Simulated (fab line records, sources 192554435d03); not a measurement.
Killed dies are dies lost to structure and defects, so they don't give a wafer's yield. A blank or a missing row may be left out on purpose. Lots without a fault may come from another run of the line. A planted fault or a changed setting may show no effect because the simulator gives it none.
fab line records | flow n5_finfet
record lots=4 wafers=12 last_day=18
route steps=1938 shown SD_EPI_N@284 SD_EPI_P@295 BEOL_M4@1111
lots that met no fault: from a run of the same line without faults
start_h: hours from the record's first day to the start of the lot's first wafer shown | wait_h: hours since the lot's step before | " the same as in the row above | L1.1+2: a row that stands for several wafers | - no value, or no start given | * or withheld: withheld | < > ~ a bound
route shown NAME@n: a module of which the file shows steps, and the number in the route of the first | usual: mean/standard deviation of fault-free wafers | same: alike in all rows | chamber/n: place in a boat | sites: the reading at each site | _std_site: their standard deviation | _edge_site: outer sites' mean less inner sites' | radius_mm: how far each site lies from the wafer's centre | mask NAME#n: copy n | behind: the tool/chamber that last shaped the wafer | hold: why the lot was held/for how many hours/how that ended | device: the transistor (n, p or np) that didn't switch | end of line: the same wafers' tests at the end of the route | a step without rows: its recipe alone | killed: dies lost to structure and defects at the first sort, not the wafer's yield | map: a wafer's dies, x killed, . not, _ none there
set.NAME: the setting as run; set.NAME@STEP: as run at that earlier step | model.NAME: the simulator's own value behind a step, which no gauge read
lots at some steps of the route; a table a step, a row a wafer
services: from which hour (start_h, from the record's first day; less than 0 if before it) a tool's chamber was out of use, for how many hours, and why
## steps
# step N5_SD_EPI_N_STRIP_18
# recipe chemistry=SPM time_s=750 temp_c=130 h2so4_h2o2_vol_ratio=4
# step N5_SD_EPI_N_SRD_20
# recipe dry=ipa_marangoni do_ppb=5 time_s=30 temp_c=23 rinse_liquid=diw
# step N5_SD_EPI_N_PRECLEAN_48
# recipe chemistry=NF3:NH3 afs_cycles=2 temp_c=30 time_s=20 sublimation_temp_c=180 sublimation_time_s=60 pressure_torr=3 rf_power_w=30
# step N5_SD_EPI_N_VAPOR_ETCH_50
# recipe chemistry=HCl target=Si temp_c=775 time_s=54 pressure_torr=20 mode=isotropic
# step N5_SD_EPI_N_EPI_21
# recipe material=Si:P dopant=P temp_c=680 pressure_torr=255 time_s=690
# step N5_SD_EPI_N_PRECLEAN_24
# recipe chemistry=O3/DIW time_s=60 temp_c=22 o3_ppm=10
# step N5_SD_EPI_N_SRD_25
# recipe time_s=30 temp_c=23 rinse_liquid=diw dry=ipa_marangoni
# step N5_SD_EPI_N_PRECLEAN_49
# recipe chemistry=NF3:NH3 afs_cycles=1 temp_c=30 time_s=20 sublimation_temp_c=180 sublimation_time_s=60 pressure_torr=3 rf_power_w=30
# step N5_SD_EPI_N_LINER_46
# recipe material=SiNx target_thk_a=30 temp_c=400 ald_precursor_family=SiH2I2 ald_co_reactant=N2/H2-plasma pressure_torr=2
# step N5_SD_EPI_P_COAT_34
# recipe resist=SOC temp_c=250 time_s=60 spin_rpm=1500 resist_thk_nm=350
# step N5_SD_EPI_P_COAT_35
# recipe resist=SiARC temp_c=220 time_s=60 spin_rpm=1500 resist_thk_nm=35
# usual spin_speed_rpm=1499.7/0.96
# columns lot.wafer tool chamber start_h wait_h spin_speed_rpm model.SiARC_of_SD_EPI_P_COAT_35.thk_nm
L834.3 litho_track-01 0 101.43 - 1500.3 35.2
L834.4 " 0 " " 1499.7 35.2
L834.5 " 0 " " 1499.9 35.2
L842.2 litho_track-01 0 146.39 - 1249.5 38.2
L842.4 " 0 " " 1249.5 38.2
L842.5 " 0 " " 1250.1 38.2
L843.1 litho_track-01 0 148.26 - 1250.1 38.6
L843.4 " 0 " " 1250.0 38.4
L843.6 " 0 " " 1249.5 38.4
L849.1 litho_track-02 0 186.57 - 1500.1 35
L849.2 " 0 " " 1500.3 35.2
L849.4 " 0 " " 1499.2 35.2
# step N5_SD_EPI_P_COAT_03
# recipe resist=CAR-ArF-block spin_rpm=1500 resist_thk_nm=150
# step N5_SD_EPI_P_EBR_05
# recipe solvent=PGMEA ebr_width_mm=1.5
# step N5_SD_EPI_P_SOFTBAKE_04
# recipe temp_c=110 time_s=60 resist=CAR-ArF-block
# step N5_SD_EPI_P_EXPOSE_06
# recipe mask_id=SD_P_BLK na=1.35 source_shape=conventional sigma_outer=0.8 polarization=unpolarized target_cd_nm=240 dose_mj=39.5
# step N5_SD_EPI_P_PEB_07
# recipe peb_temp_c=110 peb_time_s=60 resist=CAR-ArF-block
# step N5_SD_EPI_P_DEVELOP_08
# recipe develop_time_s=30 developer=TMAH resist=CAR-ArF-block dev_temp_c=23 rinse_liquid=diw dry=air_spin
# step N5_SD_EPI_P_DESCUM_14
# recipe chemistry=O2 time_s=7.9 source_power_w=50 bias_power_w=20 pressure_mtorr=20 rf_frequency_hz=2.712e+07 temp_c=40 resist=CAR-ArF-block o2_flow_sccm=225
# step N5_SD_EPI_P_ETCH_36
# recipe chemistry=CF4 target=SiARC target_depth_a=455 mask_material=CAR-ArF-block time_s=75.8 ion_energy_ev=80 pressure_mtorr=40 source_w=545 bias_w=36 Ar_flow_sccm=100 cf4_flow_sccm=100 ends=cleared
# usual drypump_motor_current_A=5.8/0.55 etch_rf_on_time_s=76.7/2.7 mfc_ar_sccm=99.95/0.28 oes_product_au=0.65/0.069 rf_vpp_V=184.2/1.1 showerhead_plenum_p_Torr=2.16/0.06 throttle_valve_pct=15.63/0.23
# columns lot.wafer tool chamber start_h wait_h drypump_motor_current_A etch_rf_on_time_s mfc_ar_sccm oes_product_au rf_hours_counter_h rf_vpp_V showerhead_plenum_p_Torr throttle_valve_pct model.etch.depth_nm model.CAR-ArF-block_of_SD_EPI_P_COAT_03.thk_nm
L834.3 rie_diel-03 3 102.00 0.0 4.9 76.7 100.63 0.65 145 184.5 2.24 15.61 35.17 111.2
L834.4 " 1 " " 5.3 70.9 99.72 0.67 149 184.7 2.15 15.92 35.2 111.2
L834.5 " 2 " " 6.0 80.1 100.19 0.58 - 185.2 2.21 16.02 35.21 110.8
L842.2 rie_diel-03 3 146.75 0.0 4.8 84.1 100.28 0.64 160 185.4 2.23 15.65 38.29 108.6
L842.4 " 3 " " 4.8 84.6 99.56 0.63 - 185.8 2.23 15.64 38.27 108.4
L842.5 " 1 " " 5.3 75.9 100.10 0.66 - 183.1 2.15 15.96 38.29 108
L843.1 rie_diel-03 1 148.97 0.0 5.3 76.5 100.02 0.66 165 183.7 2.15 15.98 38.5 107.6
L843.4 " 3 " " 4.9 84.6 100.37 0.62 - 184.3 2.23 15.63 38.38 107.4
L843.6 " 2 " " 6.0 86.0 99.84 0.57 - 184.2 2.20 16.05 38.34 107.2
L849.1 rie_diel-03 1 187.06 0.0 5.3 69.4 100.49 0.65 181 183.2 2.14 16.00 35.1 111
L849.2 " 3 " " 4.9 77.4 100.24 0.62 177 185.0 2.23 15.68 35.16 111.4
L849.4 " 0 " " 5.9 73.5 99.69 0.82 15 184.1 2.10 15.59 35.11 111.2
# step N5_SD_EPI_P_ETCH_37
# recipe chemistry=N2/H2 target=SOC overetch_a=1080 mask_material=SiARC temp_c=40 ion_energy_ev=100 source_w=3000 bias_w=133 pressure_mtorr=20 time_s=486 n2_flow_sccm=200 h2_flow_sccm=200 ends=end_point
# step N5_SD_EPI_P_STRIP_38
# recipe chemistry=N2/H2 temp_c=40 n2_flow_sccm=200 h2_flow_sccm=200 rf_frequency_hz=6e+07
# step N5_SD_EPI_P_ETCHBACK_46
# recipe chemistry=CH3F/O2 mode=anisotropic_etchback target=SiNx target_depth_a=175 stop_on=SiO2 over_etch_frac=0.3 ion_energy_ev=120 pressure_mtorr=30 source_w=395 bias_w=73 Ar_flow_sccm=150 CH3F_flow_sccm=30 O2_flow_sccm=20
# step N5_SD_EPI_P_ETCH_47
# recipe chemistry=CH3F/O2 target=SiOCN target_depth_a=250 mask_material=SOC ion_energy_ev=60 bias_w=29 pressure_mtorr=30 source_w=410 Ar_flow_sccm=150 CH3F_flow_sccm=30 O2_flow_sccm=20
# step N5_SD_EPI_P_ETCH_16
# recipe chemistry=CHF3/O2 target=SiO2 target_depth_a=50 mask_material=SOC pressure_mtorr=30 source_w=650 bias_w=170 Ar_flow_sccm=200 CHF3_flow_sccm=50 O2_flow_sccm=5 ion_energy_ev=200
# usual drypump_motor_current_A=5.8/0.55 mfc_ar_sccm=200.0/0.59 oes_product_au=0.76/0.08 rf_vpp_V=529/6.8 showerhead_plenum_p_Torr=2.44/0.065 throttle_valve_pct=18.95/0.25
# columns lot.wafer tool chamber start_h wait_h drypump_motor_current_A mfc_ar_sccm oes_product_au rf_hours_counter_h rf_vpp_V showerhead_plenum_p_Torr throttle_valve_pct model.SiARC_of_SD_EPI_P_COAT_35.thk_nm
L834.3 rie_diel-03 3 102.58 0.1 4.8 201.2 0.76 145 538 2.55 19.07 11.2
L834.4 " 1 " " 5.3 199.5 0.78 149 530 2.42 19.28 9.8
L834.5 " 2 " " 6.0 199.2 0.68 - 524 2.50 19.36 12.8
L842.2 rie_diel-03 3 147.33 0.1 4.8 200.3 0.73 160 538 2.54 19.08 15.6
L842.4 " 3 " " 4.9 199.8 0.74 - 537 2.54 19.08 15.4
L842.5 " 1 " " 5.3 200.5 0.76 - 529 2.41 19.30 13.2
L843.1 rie_diel-03 1 149.55 0.1 5.3 200.1 0.75 166 530 2.41 19.31 13.2
L843.4 " 3 " " 4.8 200.0 0.73 - 536 2.54 19.08 15.2
L843.6 " 2 " " 6.0 199.3 0.67 - 526 2.49 19.40 15.8
L849.1 rie_diel-03 1 187.64 0.1 5.3 200.1 0.76 181 529 2.41 19.34 9.6
L849.2 " 3 " " 4.8 199.8 0.73 177 536 2.53 19.12 11.6
L849.4 " 0 " " 5.9 200.3 0.96 16 525 2.37 19.02 11
# step N5_SD_EPI_P_STRIP_50
# recipe chemistry=CHF3/O2 resist=SiARC rf_frequency_hz=6e+07
# step N5_BEOL_M4_RC_MEAS_101
# usual DIBL_N=36.4/2.7 DIBL_P=36/3.2 IOFF_N=0.16/0.046 IOFF_P=0.21/0.055 ION_N=677/15 ION_P=464/11 SS_N=71.5/0.79 SS_P=73.3/0.93 VT_N=250/4.1 VT_P=-251/4.4
# columns lot.wafer tool chamber start_h wait_h DIBL_N[mV/V] DIBL_P[mV/V] IOFF_N[nA/um] IOFF_P[nA/um] ION_N[uA/um] ION_P[uA/um] SS_N[mV/dec] SS_P[mV/dec] VT_N[mV] VT_P[mV]
L834.3 prober-01 0 232.87 0.3 34.3 36 0.13 0.19 670 461 71.3 72.5 254 -252
L834.4 " 0 " " 32.7 34 0.11 0.17 662 457 70.7 71.9 253 -253
L834.5 " 0 " " 32.1 33 0.11 0.16 672 463 70.8 72.1 253 -250
L843.1 prober-01 0 265.87 0.0 34.4 34 0.11 0.14 659 444 70.8 72.3 257 -257
L843.4 " 0 " " 35.8 38 0.15 0.19 679 463 70.7 73.9 251 -251
L843.6 " 0 " " 36.1 37 0.13 0.17 679 452 71.5 72.9 256 -255
L842.2 prober-01 0 275.31 0.2 39.8 40 0.24 0.26 696 468 71.9 73.4 245 -248
L842.4 " 0 " " 41.8 43 0.29 0.31 698 465 73.2 74.5 243 -247
L842.5 " 0 " " 34.9 35 0.14 0.18 658 457 70.8 72.5 254 -251
L849.1 prober-02 0 319.05 0.0 37.4 36 0.16 0.21 681 465 70.7 73.3 248 -250
L849.2 " 0 " " 36.8 36 0.15 0.19 670 456 70.8 73.2 250 -254
L849.4 " 0 " " 37.1 36 0.17 0.20 697 477 70.7 72.9 248 -253
## services
# columns tool chamber start_h hours kind
rie_diel-03 0 130.43 - clean
rie_diel-03 0 130.43 - consumable_replace:focus_ring
rie_diel-03 0 130.43 18.5 scheduled_down
rie_diel-03 0 130.43 18.5 vent_cycle
litho_track-01 - 143.14 - consumable_replace:filter
rie_diel-03 2 149.60 - clean
rie_diel-03 2 149.60 - consumable_replace:focus_ring
## key
first_sign step=N5_SD_EPI_P_COAT_35 reading=spin_speed_rpm direction=down sigmas=99+ usual=* struck=*
effect none on later readings
model_effect step=N5_SD_EPI_P_COAT_35 value=SiARC_of_SD_EPI_P_COAT_35.thk_nm without=35.03 struck=38.33
model_effect step=N5_SD_EPI_P_ETCH_36 value=etch.depth_nm without=34.99 struck=38.34
model_effect step=N5_SD_EPI_P_ETCH_16 value=SiARC_of_SD_EPI_P_COAT_35.thk_nm without=11.4 struck=14.73
met_at N5_SD_EPI_P_COAT_35
struck_wafers L842.2,L842.4,L842.5,L843.1,L843.4,L843.6
onset_between 101.43 146.39
fault kind=process_parameter_drift tool=litho_track-01 chamber=- onset_h=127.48 steps=N5_SD_EPI_P_COAT_35 channel=spin_rpm offset=* shape=step end_h=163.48 acts_in=* stated=*
